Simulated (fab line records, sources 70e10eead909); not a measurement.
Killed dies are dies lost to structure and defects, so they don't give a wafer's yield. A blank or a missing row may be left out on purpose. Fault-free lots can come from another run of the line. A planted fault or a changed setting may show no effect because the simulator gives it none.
Which of the tools did it? :: flow nandHarc :: 14 lots, 42 wafers sampled, at 4 steps of a route of 1302

== WHAT THE GAUGES SHOWED, per wafer ==
The record holds no reading of a measuring or inspecting step that can be judged against a usual standard deviation.

== EACH LOT AND THE TOOL THAT RAN IT (in order: tool; ch and the chambers of the sampled wafers; start) ==
lot: L493
NHARC_A_STAIRCASE_TRIM_198: rieDiel-04 ch 0,2,3, day 16 10:34 or earlier
NHARC_A_STAIRCASE_ETCH_221: rieDiel-13 ch 0,3, day 16 10:34
NHARC_A_STAIRCASE_TRIM_222: rieDiel-13 ch 0,1,2, no start
NHARC_A_STAIRCASE_TRIM_226: rieDiel-13 ch 1,2,3, no start

lot: L494
NHARC_A_STAIRCASE_TRIM_198: rieDiel-04 ch 1,2,3, day 17 00:22 or earlier
NHARC_A_STAIRCASE_ETCH_221: rieDiel-04 ch 0,2,3, day 17 00:22
NHARC_A_STAIRCASE_TRIM_222: rieDiel-04 ch 0,1,3, no start
NHARC_A_STAIRCASE_TRIM_226: rieDiel-04 ch 0,2,3, no start

lot: L497
NHARC_A_STAIRCASE_TRIM_198: rieDiel-04 ch 1,3, day 17 21:57 or earlier
NHARC_A_STAIRCASE_ETCH_221: rieDiel-12 ch 0,1,2, day 17 21:57
NHARC_A_STAIRCASE_TRIM_222: rieDiel-12 ch 2,3, no start
NHARC_A_STAIRCASE_TRIM_226: rieDiel-12 ch 0,1,2, no start

lot: L498
NHARC_A_STAIRCASE_TRIM_198: rieDiel-04 ch 0,1, day 18 14:04 or earlier
NHARC_A_STAIRCASE_ETCH_221: rieDiel-04 ch 0,1,3, day 18 14:04
NHARC_A_STAIRCASE_TRIM_222: rieDiel-04 ch 2,3, no start
NHARC_A_STAIRCASE_TRIM_226: rieDiel-04 ch 1,2,3, no start

lot: L499
NHARC_A_STAIRCASE_TRIM_198: rieDiel-13 ch 0,2,3, day 18 13:59 or earlier
NHARC_A_STAIRCASE_ETCH_221: rieDiel-13 ch 1,3, day 18 13:59
NHARC_A_STAIRCASE_TRIM_222: rieDiel-13 ch 1,2,3, no start
NHARC_A_STAIRCASE_TRIM_226: rieDiel-13 ch 0,1,2, no start

lot: L500
NHARC_A_STAIRCASE_TRIM_198: rieDiel-12 ch 1,2,3, day 19 10:07 or earlier
NHARC_A_STAIRCASE_ETCH_221: rieDiel-12 ch 1,2,3, day 19 10:07
NHARC_A_STAIRCASE_TRIM_222: rieDiel-12 ch 1,2, no start
NHARC_A_STAIRCASE_TRIM_226: rieDiel-12 ch 1,2,3, no start

lot: L502
NHARC_A_STAIRCASE_TRIM_198: rieDiel-13 ch 0,1, day 20 14:47 or earlier
NHARC_A_STAIRCASE_ETCH_221: rieDiel-13 ch 0,2,3, day 20 14:47
NHARC_A_STAIRCASE_TRIM_222: rieDiel-13 ch 2,3, no start
NHARC_A_STAIRCASE_TRIM_226: rieDiel-13 ch 0,1,2, no start

lot: L504
NHARC_A_STAIRCASE_TRIM_198: rieDiel-12 ch 1,2, day 21 13:45 or earlier
NHARC_A_STAIRCASE_ETCH_221: rieDiel-04 ch 0,2, day 21 13:45
NHARC_A_STAIRCASE_TRIM_222: rieDiel-04 ch 0,2, no start
NHARC_A_STAIRCASE_TRIM_226: rieDiel-04 ch 1,2,3, no start

lot: L505
NHARC_A_STAIRCASE_TRIM_198: rieDiel-13 ch 0,2,3, day 22 05:00 or earlier
NHARC_A_STAIRCASE_ETCH_221: rieDiel-13 ch 0,1,3, day 22 05:00
NHARC_A_STAIRCASE_TRIM_222: rieDiel-13 ch 1,2,3, no start
NHARC_A_STAIRCASE_TRIM_226: rieDiel-13 ch 0,2,3, no start

lot: L506
NHARC_A_STAIRCASE_TRIM_198: rieDiel-04 ch 0,1,3, day 22 10:01 or earlier
NHARC_A_STAIRCASE_ETCH_221: rieDiel-04 ch 0,1,2, day 22 10:01
NHARC_A_STAIRCASE_TRIM_222: rieDiel-04 ch 0,1,3, no start
NHARC_A_STAIRCASE_TRIM_226: rieDiel-04 ch 0,1,3, no start

lot: L510
NHARC_A_STAIRCASE_TRIM_198: rieDiel-12 ch 0,1,3, day 23 17:58 or earlier
NHARC_A_STAIRCASE_ETCH_221: rieDiel-13 ch 1,2, day 23 17:58
NHARC_A_STAIRCASE_TRIM_222: rieDiel-13 ch 0,1,3, no start
NHARC_A_STAIRCASE_TRIM_226: rieDiel-13 ch 0,1,2, no start

lot: L513
NHARC_A_STAIRCASE_TRIM_198: rieDiel-04 ch 0,1,3, day 24 12:56 or earlier
NHARC_A_STAIRCASE_ETCH_221: rieDiel-12 ch 0,2,3, day 24 12:56
NHARC_A_STAIRCASE_TRIM_222: rieDiel-12 ch 0,1,2, no start
NHARC_A_STAIRCASE_TRIM_226: rieDiel-12 ch 0,2,3, no start

lot: L512
NHARC_A_STAIRCASE_TRIM_198: rieDiel-12 ch 0,1,2, day 24 13:17 or earlier
NHARC_A_STAIRCASE_ETCH_221: rieDiel-13 ch 0,1,3, day 24 13:17
NHARC_A_STAIRCASE_TRIM_222: rieDiel-13 ch 1,2,3, no start
NHARC_A_STAIRCASE_TRIM_226: rieDiel-13 ch 0,2,3, no start

lot: L515
NHARC_A_STAIRCASE_TRIM_198: rieDiel-13 ch 0,1,2, day 26 00:14 or earlier
NHARC_A_STAIRCASE_ETCH_221: rieDiel-12 ch 1,2,3, day 26 00:14
NHARC_A_STAIRCASE_TRIM_222: rieDiel-12 ch 2,3, no start
NHARC_A_STAIRCASE_TRIM_226: rieDiel-12 ch 1,3, no start
- NHARC_A_STAIRCASE_TRIM_198: chemistry O2, time 211.2 s.
- NHARC_A_STAIRCASE_ETCH_221: etches the open film in C4F8/O2, target depth 100 nm, time 40.5 s.
- NHARC_A_STAIRCASE_TRIM_222: chemistry O2, time 211.2 s.
- NHARC_A_STAIRCASE_TRIM_226: chemistry O2, time 211.2 s.

== WHAT THE TOOLS THEMSELVES READ (means of the sampled wafers that have a number; where no wafer has one, the mark that the record gives instead) ==
NHARC_A_STAIRCASE_TRIM_198. Usual: drypumpMotorCurrentA 5.6 A, standard deviation 0.46; oesProductAu 1.005 a.u., standard deviation 0.014; rfVppV 57.6 V, standard deviation 0.86; showerheadPlenumPTorr 3.49 Torr, standard deviation 0.14; throttleValvePct 17.035 %, standard deviation 0.009.
lot: L493
tool: rieDiel-04
drypumpMotorCurrentA (A): 5.5
oesProductAu (a.u.): 1.012
rfVppV (V): 57.6
showerheadPlenumPTorr (Torr): 3.49
throttleValvePct (%): 17.028
flag: 

lot: L494
tool: rieDiel-04
drypumpMotorCurrentA (A): 5.4
oesProductAu (a.u.): 1.017
rfVppV (V): 57.3
showerheadPlenumPTorr (Torr): 3.45
throttleValvePct (%): 17.039
flag: 

lot: L497
tool: rieDiel-04
drypumpMotorCurrentA (A): 5.4
oesProductAu (a.u.): 1.001
rfVppV (V): 57.6
showerheadPlenumPTorr (Torr): 3.39
throttleValvePct (%): 17.036
flag: 

lot: L498
tool: rieDiel-04
drypumpMotorCurrentA (A): 5.7
oesProductAu (a.u.): 1.001
rfVppV (V): 57.4
showerheadPlenumPTorr (Torr): 3.49
throttleValvePct (%): 17.039
flag: 

lot: L499
tool: rieDiel-13
drypumpMotorCurrentA (A): 5.4
oesProductAu (a.u.): 1.016
rfVppV (V): 57.6
showerheadPlenumPTorr (Torr): 3.46
throttleValvePct (%): 17.035
flag: 

lot: L500
tool: rieDiel-12
drypumpMotorCurrentA (A): 5.6
oesProductAu (a.u.): 0.993
rfVppV (V): 57.6
showerheadPlenumPTorr (Torr): 3.46
throttleValvePct (%): 17.033
flag: 

lot: L502
tool: rieDiel-13
drypumpMotorCurrentA (A): 5.2
oesProductAu (a.u.): 1.007
rfVppV (V): 57.0
showerheadPlenumPTorr (Torr): 3.55
throttleValvePct (%): 17.036
flag: 

lot: L504
tool: rieDiel-12
drypumpMotorCurrentA (A): 5.2
oesProductAu (a.u.): 1.001
rfVppV (V): 57.5
showerheadPlenumPTorr (Torr): 3.63
throttleValvePct (%): 17.025
flag: 

lot: L505
tool: rieDiel-13
drypumpMotorCurrentA (A): 5.4
oesProductAu (a.u.): 1.007
rfVppV (V): 56.7
showerheadPlenumPTorr (Torr): 3.45
throttleValvePct (%): 17.041
flag: 

lot: L506
tool: rieDiel-04
drypumpMotorCurrentA (A): 5.6
oesProductAu (a.u.): 1.004
rfVppV (V): 56.9
showerheadPlenumPTorr (Torr): 3.44
throttleValvePct (%): 17.047
flag: 

lot: L510
tool: rieDiel-12
drypumpMotorCurrentA (A): 5.9
oesProductAu (a.u.): 1.004
rfVppV (V): 57.5
showerheadPlenumPTorr (Torr): 3.58
throttleValvePct (%): 17.039
flag: 

lot: L513
tool: rieDiel-04
drypumpMotorCurrentA (A): 5.6
oesProductAu (a.u.): 0.998
rfVppV (V): 57.2
showerheadPlenumPTorr (Torr): 3.43
throttleValvePct (%): 17.033
flag: 

lot: L512
tool: rieDiel-12
drypumpMotorCurrentA (A): 5.6
oesProductAu (a.u.): 1.000
rfVppV (V): 58.0
showerheadPlenumPTorr (Torr): 3.57
throttleValvePct (%): 17.021
flag: 

lot: L515
tool: rieDiel-13
drypumpMotorCurrentA (A): 5.5
oesProductAu (a.u.): 0.999
rfVppV (V): 58.3
showerheadPlenumPTorr (Torr): 3.59
throttleValvePct (%): 17.044
flag: 

NHARC_A_STAIRCASE_ETCH_221. Usual: oesProductAu 0.948 a.u., standard deviation 0.018; rfVppV 895 V, standard deviation 5; runLengthS 61.8 s, standard deviation 0.38.
lot: L493
tool: rieDiel-13
oesProductAu (a.u.): 0.979
rfVppV (V): 896
runLengthS (s): 61.7
flag: 

lot: L494
tool: rieDiel-04
oesProductAu (a.u.): 0.945
rfVppV (V): 894
runLengthS (s): 61.7
flag: 

lot: L497
tool: rieDiel-12
oesProductAu (a.u.): 0.920
rfVppV (V): 891
runLengthS (s): 61.8
flag: 

lot: L498
tool: rieDiel-04
oesProductAu (a.u.): 0.949
rfVppV (V): 894
runLengthS (s): 61.7
flag: 

lot: L499
tool: rieDiel-13
oesProductAu (a.u.): 0.969
rfVppV (V): 891
runLengthS (s): 61.5
flag: 

lot: L500
tool: rieDiel-12
oesProductAu (a.u.): 0.927
rfVppV (V): 894
runLengthS (s): 61.7
flag: 

lot: L502
tool: rieDiel-13
oesProductAu (a.u.): 0.948
rfVppV (V): 894
runLengthS (s): 61.8
flag: 

lot: L504
tool: rieDiel-04
oesProductAu (a.u.): 0.938
rfVppV (V): 896
runLengthS (s): 65.7
flag: OFF

lot: L505
tool: rieDiel-13
oesProductAu (a.u.): 0.968
rfVppV (V): 893
runLengthS (s): 61.9
flag: 

lot: L506
tool: rieDiel-04
oesProductAu (a.u.): 0.961
rfVppV (V): 895
runLengthS (s): 65.4
flag: OFF

lot: L510
tool: rieDiel-13
oesProductAu (a.u.): 0.954
rfVppV (V): 895
runLengthS (s): 61.7
flag: 

lot: L513
tool: rieDiel-12
oesProductAu (a.u.): 0.961
rfVppV (V): 895
runLengthS (s): 61.9
flag: 

lot: L512
tool: rieDiel-13
oesProductAu (a.u.): 0.963
rfVppV (V): 894
runLengthS (s): 61.8
flag: 

lot: L515
tool: rieDiel-12
oesProductAu (a.u.): 0.960
rfVppV (V): 899
runLengthS (s): 62.1
flag: 

NHARC_A_STAIRCASE_TRIM_222. Usual: drypumpMotorCurrentA 5.6 A, standard deviation 0.47; oesProductAu 1.004 a.u., standard deviation 0.014; rfVppV 57.7 V, standard deviation 0.9; showerheadPlenumPTorr 3.49 Torr, standard deviation 0.14; throttleValvePct 17.037 %, standard deviation 0.009.
lot: L493
tool: rieDiel-13
drypumpMotorCurrentA (A): 5.5
oesProductAu (a.u.): 1.014
rfVppV (V): 57.4
showerheadPlenumPTorr (Torr): 3.44
throttleValvePct (%): 17.041
flag: 

lot: L494
tool: rieDiel-04
drypumpMotorCurrentA (A): 5.6
oesProductAu (a.u.): 1.007
rfVppV (V): 57.3
showerheadPlenumPTorr (Torr): 3.46
throttleValvePct (%): 17.033
flag: 

lot: L497
tool: rieDiel-12
drypumpMotorCurrentA (A): 5.4
oesProductAu (a.u.): 0.978
rfVppV (V): 57.7
showerheadPlenumPTorr (Torr): 3.57
throttleValvePct (%): 17.042
flag: 

lot: L498
tool: rieDiel-04
drypumpMotorCurrentA (A): 5.3
oesProductAu (a.u.): 1.019
rfVppV (V): 57.5
showerheadPlenumPTorr (Torr): 3.47
throttleValvePct (%): 17.041
flag: 

lot: L499
tool: rieDiel-13
drypumpMotorCurrentA (A): 5.9
oesProductAu (a.u.): 1.014
rfVppV (V): 57.6
showerheadPlenumPTorr (Torr): 3.38
throttleValvePct (%): 17.033
flag: 

lot: L500
tool: rieDiel-12
drypumpMotorCurrentA (A): 5.2
oesProductAu (a.u.): 0.994
rfVppV (V): 58.2
showerheadPlenumPTorr (Torr): 3.46
throttleValvePct (%): 17.028
flag: 

lot: L502
tool: rieDiel-13
drypumpMotorCurrentA (A): 5.8
oesProductAu (a.u.): 1.006
rfVppV (V): 57.6
showerheadPlenumPTorr (Torr): 3.34
throttleValvePct (%): 17.035
flag: 

lot: L504
tool: rieDiel-04
drypumpMotorCurrentA (A): 5.4
oesProductAu (a.u.): 1.012
rfVppV (V): 58.0
showerheadPlenumPTorr (Torr): 3.53
throttleValvePct (%): 17.037
flag: 

lot: L505
tool: rieDiel-13
drypumpMotorCurrentA (A): 6.0
oesProductAu (a.u.): 1.016
rfVppV (V): 57.8
showerheadPlenumPTorr (Torr): 3.36
throttleValvePct (%): 17.034
flag: 

lot: L506
tool: rieDiel-04
drypumpMotorCurrentA (A): 5.6
oesProductAu (a.u.): 1.004
rfVppV (V): 57.1
showerheadPlenumPTorr (Torr): 3.44
throttleValvePct (%): 17.031
flag: 

lot: L510
tool: rieDiel-13
drypumpMotorCurrentA (A): 5.6
oesProductAu (a.u.): 1.025
rfVppV (V): 57.3
showerheadPlenumPTorr (Torr): 3.48
throttleValvePct (%): 17.037
flag: 

lot: L513
tool: rieDiel-12
drypumpMotorCurrentA (A): 5.6
oesProductAu (a.u.): 0.993
rfVppV (V): 57.5
showerheadPlenumPTorr (Torr): 3.56
throttleValvePct (%): 17.032
flag: 

lot: L512
tool: rieDiel-13
drypumpMotorCurrentA (A): 5.9
oesProductAu (a.u.): 1.002
rfVppV (V): 57.5
showerheadPlenumPTorr (Torr): 3.53
throttleValvePct (%): 17.044
flag: 

lot: L515
tool: rieDiel-12
drypumpMotorCurrentA (A): 5.8
oesProductAu (a.u.): 1.008
rfVppV (V): 57.6
showerheadPlenumPTorr (Torr): 3.54
throttleValvePct (%): 17.029
flag: 

NHARC_A_STAIRCASE_TRIM_226. Usual: drypumpMotorCurrentA 5.7 A, standard deviation 0.48; oesProductAu 1.005 a.u., standard deviation 0.016; rfVppV 57.8 V, standard deviation 0.93; showerheadPlenumPTorr 3.49 Torr, standard deviation 0.13; throttleValvePct 17.037 %, standard deviation 0.0094.
lot: L493
tool: rieDiel-13
drypumpMotorCurrentA (A): 5.9
oesProductAu (a.u.): 1.019
rfVppV (V): 57.0
showerheadPlenumPTorr (Torr): 3.38
throttleValvePct (%): 17.040
flag: 

lot: L494
tool: rieDiel-04
drypumpMotorCurrentA (A): 5.5
oesProductAu (a.u.): 1.018
rfVppV (V): 57.5
showerheadPlenumPTorr (Torr): 3.49
throttleValvePct (%): 17.045
flag: 

lot: L497
tool: rieDiel-12
drypumpMotorCurrentA (A): 5.6
oesProductAu (a.u.): 0.992
rfVppV (V): 59.0
showerheadPlenumPTorr (Torr): 3.41
throttleValvePct (%): 17.041
flag: 

lot: L498
tool: rieDiel-04
drypumpMotorCurrentA (A): 5.4
oesProductAu (a.u.): 1.010
rfVppV (V): 57.5
showerheadPlenumPTorr (Torr): 3.44
throttleValvePct (%): 17.034
flag: 

lot: L499
tool: rieDiel-13
drypumpMotorCurrentA (A): 5.5
oesProductAu (a.u.): 1.004
rfVppV (V): 58.2
showerheadPlenumPTorr (Torr): 3.43
throttleValvePct (%): 17.032
flag: 

lot: L500
tool: rieDiel-12
drypumpMotorCurrentA (A): 5.6
oesProductAu (a.u.): 1.001
rfVppV (V): 58.1
showerheadPlenumPTorr (Torr): 3.46
throttleValvePct (%): 17.037
flag: 

lot: L502
tool: rieDiel-13
drypumpMotorCurrentA (A): 5.5
oesProductAu (a.u.): 1.002
rfVppV (V): 58.0
showerheadPlenumPTorr (Torr): 3.43
throttleValvePct (%): 17.040
flag: 

lot: L504
tool: rieDiel-04
drypumpMotorCurrentA (A): 5.3
oesProductAu (a.u.): 1.016
rfVppV (V): 56.8
showerheadPlenumPTorr (Torr): 3.43
throttleValvePct (%): 17.031
flag: 

lot: L505
tool: rieDiel-13
drypumpMotorCurrentA (A): 5.4
oesProductAu (a.u.): 1.018
rfVppV (V): 58.2
showerheadPlenumPTorr (Torr): 3.45
throttleValvePct (%): 17.030
flag: 

lot: L506
tool: rieDiel-04
drypumpMotorCurrentA (A): 5.6
oesProductAu (a.u.): 0.999
rfVppV (V): 57.8
showerheadPlenumPTorr (Torr): 3.44
throttleValvePct (%): 17.042
flag: 

lot: L510
tool: rieDiel-13
drypumpMotorCurrentA (A): 5.5
oesProductAu (a.u.): 1.004
rfVppV (V): 58.3
showerheadPlenumPTorr (Torr): 3.59
throttleValvePct (%): 17.025
flag: 

lot: L513
tool: rieDiel-12
drypumpMotorCurrentA (A): 5.8
oesProductAu (a.u.): 0.999
rfVppV (V): 57.9
showerheadPlenumPTorr (Torr): 3.49
throttleValvePct (%): 17.030
flag: 

lot: L512
tool: rieDiel-13
drypumpMotorCurrentA (A): 5.4
oesProductAu (a.u.): 1.007
rfVppV (V): 57.6
showerheadPlenumPTorr (Torr): 3.62
throttleValvePct (%): 17.036
flag: 

lot: L515
tool: rieDiel-12
drypumpMotorCurrentA (A): 5.9
oesProductAu (a.u.): 1.006
rfVppV (V): 58.4
showerheadPlenumPTorr (Torr): 3.63
throttleValvePct (%): 17.044
flag: 

== THE ANSWER, worked out from the rows above alone ==
Rule: a lot counts as off when the mean over its wafers that have a number is more than 3 standard deviations away from the usual mean. A lot without any number at a reading at which 4 lots or more have one is off too. Where the step has rows for the other lots, those lots are counted as sound. After the gauges, taken in route order, come the tools' own readings; for these a lot's mean is taken, as printed above. At the first step where some lot is off, the reading lying furthest off is the one used; lots without a number count as furthest.
Off: L504, L506, at NHARC_A_STAIRCASE_ETCH_221 (runLengthS).
If a tool, at that step or one of the process steps before it, ran each lot that is off and ran no sound lot following the first of them, it fits. With no start given for some of its lots, NHARC_A_STAIRCASE_TRIM_198 uses the hours and lot order of NHARC_A_STAIRCASE_ETCH_221. One fits: NHARC_A_STAIRCASE_ETCH_221 on rieDiel-04. A fault onset in the window from L498 (day 18 14:04, its last sound lot) to L504 (day 21 13:45, its first lot off) fits.
On the lots that are off, the tool's own readings at NHARC_A_STAIRCASE_ETCH_221 differ by more than 5 times the standard deviation of the sound lots' means, which bears it out; runLengthS reads 65.6 s there versus 61.8 s on the sound lots.

== WHAT THE SIMULATOR HAD INSERTED ==
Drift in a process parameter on rieDiel-04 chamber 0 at NHARC_A_STAIRCASE_ETCH_221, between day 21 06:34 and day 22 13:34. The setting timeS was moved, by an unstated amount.
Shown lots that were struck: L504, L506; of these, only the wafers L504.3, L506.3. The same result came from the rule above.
